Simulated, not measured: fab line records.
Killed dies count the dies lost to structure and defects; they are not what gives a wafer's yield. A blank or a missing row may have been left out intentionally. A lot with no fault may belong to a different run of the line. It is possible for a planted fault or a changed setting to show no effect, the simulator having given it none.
Which tool is to blame? ; flow n5-finfet ; Sampling: 10 lots, 30 wafers, 5 of 1938 route steps

WHAT THE GAUGES READ, wafer by wafer
N5_BEOL_M4_RC_MEAS_101.
lot;measured;on;DIBL_N (mV/V)
L467;day 8 14:51;prober-02;37.3 33.8 35.5
L469;day 9 06:10;prober-02;33.1 34.9 33.9
L468;day 9 10:17;prober-01;37.3 36.6 37.0
L470;day 9 15:35;prober-02;37.4 35.1 32.3
L471;day 10 07:46;prober-02;34.4 36.1 36.9
L472;day 10 07:21;prober-01;34.9 35.6 33.3
L474;day 10 15:11;prober-02;37.2 37.7 35.5
L484;day 13 10:11;prober-02;36.2 37.3 37.5
L485;day 13 10:06;prober-01;33.2

TOOL THAT RAN EACH LOT (tool first, then ch and the chambers of the sampled wafers, then the start)
lot;N5_BEOL_M2_ANNEAL_93;N5_BEOL_M3_ILD_DEP_00;N5_BEOL_M3_EXPOSE_08;N5_BEOL_M3_DESCUM_16
L467;pvd-sputter-02, day 7 19:28;pecvd-04 ch 0,2, day 7 21:01;euv-scanner-01 ch 0, day 7 23:13;rie-diel-05 ch 1,2,3, day 7 23:28
L469;pvd-sputter-01, day 8 08:13;pecvd-01 ch 0,2, day 8 09:41;euv-scanner-01 ch 0, day 8 10:45;rie-diel-02 ch 0,1,2, day 8 11:00
L468;pvd-sputter-02, day 8 10:20;pecvd-04 ch 0,1, day 8 12:07;euv-scanner-02 ch 0, day 8 13:31;rie-diel-05 ch 1,2, day 8 13:46
L470;pvd-sputter-01, day 8 17:55;pecvd-04 ch 1,2, day 8 19:28;euv-scanner-01 ch 0, day 8 21:31;rie-diel-02 ch 0,1, day 8 21:46
L471;pvd-sputter-02, day 9 08:26;pecvd-04 ch 0,1,2, day 9 09:55;euv-scanner-01 ch 0, day 9 10:56;rie-diel-05 ch 0,1,2, day 9 11:11
L472;pvd-sputter-03, day 9 08:44;pecvd-02 ch 1,2, day 9 10:16;euv-scanner-02 ch 0, day 9 11:52;rie-diel-02 ch 0,2,3, day 9 12:07
L474;pvd-sputter-03, day 9 22:47;pecvd-02 ch 0,1, day 10 00:16;euv-scanner-02 ch 0, day 10 01:28;rie-diel-04 ch 0,2,3, day 10 01:43
L483;pvd-sputter-02, day 11 21:56;pecvd-01 ch 1,2, day 11 23:25;euv-scanner-02 ch 0, day 12 01:03;rie-diel-05 ch 1,2, day 12 01:49
L484;pvd-sputter-03, day 12 08:18;pecvd-04 ch 1,2, day 12 09:49;euv-scanner-01 ch 0, day 12 10:35;rie-diel-02 ch 0,1,2, day 12 10:58
L485;pvd-sputter-03, day 12 11:52;pecvd-04 ch 0,1,2, day 12 13:20;euv-scanner-02 ch 0, day 12 14:15;rie-diel-05 ch 0,2,3, day 12 15:18
- N5_BEOL_M2_ANNEAL_93: time 240 s.
- N5_BEOL_M3_ILD_DEP_00: deposits SiOC from DEMS/O2, target thk 79 nm, time 15.3 s.
- N5_BEOL_M3_EXPOSE_08: exposes mask M3.
- N5_BEOL_M3_DESCUM_16: chemistry O2, time 7 s.

THE ANSWER, worked out from the rows above alone
Rule: the usual values come from the lots themselves. The widest of any qualifying gaps counts: lots, ordered by their means at a reading, are off when they make up no more than a third of the lots, leave a main group of 4 or more, and stand apart from it by 3 or more times the standard deviation of that group's means. If all means in a main group match to the digits the tables above print for the reading, that group is not used. Also off: a lot with no number at a reading for which 4 or more lots have one. The other lots that the step has rows for count as sound.
No lot is off on any of the readings shown, so nothing can be concluded from this.

WHAT HAD BEEN PUT IN BY THE SIMULATOR
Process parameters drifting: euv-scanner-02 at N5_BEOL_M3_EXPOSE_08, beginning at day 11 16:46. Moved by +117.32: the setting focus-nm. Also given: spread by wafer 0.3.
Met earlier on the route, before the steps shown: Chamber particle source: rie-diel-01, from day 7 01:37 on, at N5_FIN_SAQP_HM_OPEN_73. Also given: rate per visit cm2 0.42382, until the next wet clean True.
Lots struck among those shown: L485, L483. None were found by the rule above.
